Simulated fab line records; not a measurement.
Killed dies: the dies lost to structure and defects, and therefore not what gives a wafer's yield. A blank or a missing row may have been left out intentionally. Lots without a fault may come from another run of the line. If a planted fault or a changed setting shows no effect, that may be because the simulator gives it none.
Matching of chambers    flow nandHarc    rieDiel-04 running NHARC_A_M1_DESCUM_14: 4 sister chambers
The step chemistry O2, time 3 s. 8 wafers are shown with their chamber, then 12 later ones without.

WAFERS, EACH WITH ITS CHAMBER
wafer   chamber  drypumpMotorCurrentA (A)  showerheadPlenumPTorr (Torr)
L083.1  1        6.1                       1.84
L088.3  2        5.1                       1.95
L093.1  2        5.1                       1.95
L093.2  0        5.9                       1.80
L093.3  3        6.4                       1.86
L093.4  1        6.1                       1.83
L093.5  3        6.4                       1.86
L093.6  0        6.0                       1.80

WAFERS MISSING THEIR CHAMBER
wafer   drypumpMotorCurrentA (A)  showerheadPlenumPTorr (Torr)
L092.1  6.4                       1.86
L092.3  6.0                       1.80
L092.4  5.1                       1.95
L096.2  6.4                       1.86
L096.4  6.1                       1.83
L096.5  6.0                       1.80
L097.2  6.1                       1.83
L097.4  5.1                       1.95
L097.6  6.0                       1.80
L095.1  6.4                       1.86
L095.3  6.1                       1.80
L095.6  6.0                       1.80

WHICH CHAMBER EACH WENT THROUGH
wafer   from the rows above  in truth
L092.1  3                    3
L092.3  0                    0
L092.4  2                    2
L096.2  3                    3
L096.4  1                    1
L096.5  0                    0
L097.2  1                    1
L097.4  2                    2
L097.6  0                    0
L095.1  3                    3
L095.3  0                    0
L095.6  0                    0
Placed correctly: 12 of 12. Number that these rows cannot place: 0. 0 placed wrongly.
How it was worked out, from the rows above alone: a wafer's distance from a chamber is the root of the sum, over the readings, of the square of ((its reading less the chamber's mean) divided by the reading's scatter). The wafer belongs to the nearest chamber; if the next one is less than 2 further off, it can't be placed. Each chamber's mean is taken over the wafers shown for it. The scatter: the root of (the sum of the squares of (reading less its chamber's mean) over the shown wafers, divided by (wafers less chambers)).
